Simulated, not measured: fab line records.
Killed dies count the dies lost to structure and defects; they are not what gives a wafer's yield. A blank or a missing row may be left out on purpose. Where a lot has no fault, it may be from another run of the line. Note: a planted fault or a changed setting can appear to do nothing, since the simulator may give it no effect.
Matching of chambers | flow n5-finfet | N5_PASSIVATION_DESCUM_32 on rie-diel-05 has 4 sister chambers
The step chemistry O2, time 7.9 s. 4 wafers are shown with their chamber, then 9 later ones without.

## EACH WAFER AND ITS CHAMBER
wafer  | chamber | drypump-motor-current-A (A)
L080.5 | 3       | 6.6
L092.1 | 2       | 5.8
L092.2 | 1       | 5.4
L092.5 | 0       | 6.3

## WAFERS WHOSE CHAMBER IS MISSING
wafer  | drypump-motor-current-A (A)
L089.1 | 5.7
L089.2 | 5.4
L089.3 | 6.3
L082.1 | 6.3
L082.3 | 5.4
L082.6 | 5.4
L093.1 | 6.3
L093.4 | 5.7
L093.5 | 5.7

## THE CHAMBER EACH PASSED THROUGH
wafer  | from the rows above | in truth
L089.1 | 2                   | 2
L089.2 | 1                   | 1
L089.3 | 0                   | 0
L082.1 | 0                   | 0
L082.3 | 1                   | 1
L082.6 | 1                   | 1
L093.1 | 0                   | 0
L093.4 | 2                   | 2
L093.5 | 2                   | 2
9 of 9 placed correctly. From these rows, 0 cannot be placed. Placed wrongly: 0.
How it was worked out, from the rows above alone: a wafer's distance from a chamber is the root of the sum, over the readings, of the square of ((its reading less the chamber's mean) divided by the reading's scatter). The wafer belongs to the nearest chamber; if the next one is less than 2 further off, it can't be placed. For every chamber, the mean is computed from those of its wafers that are shown. The scatter: with one shown wafer a chamber, the root of the mean of the squares of how far each hidden wafer lies from its nearest shown one.
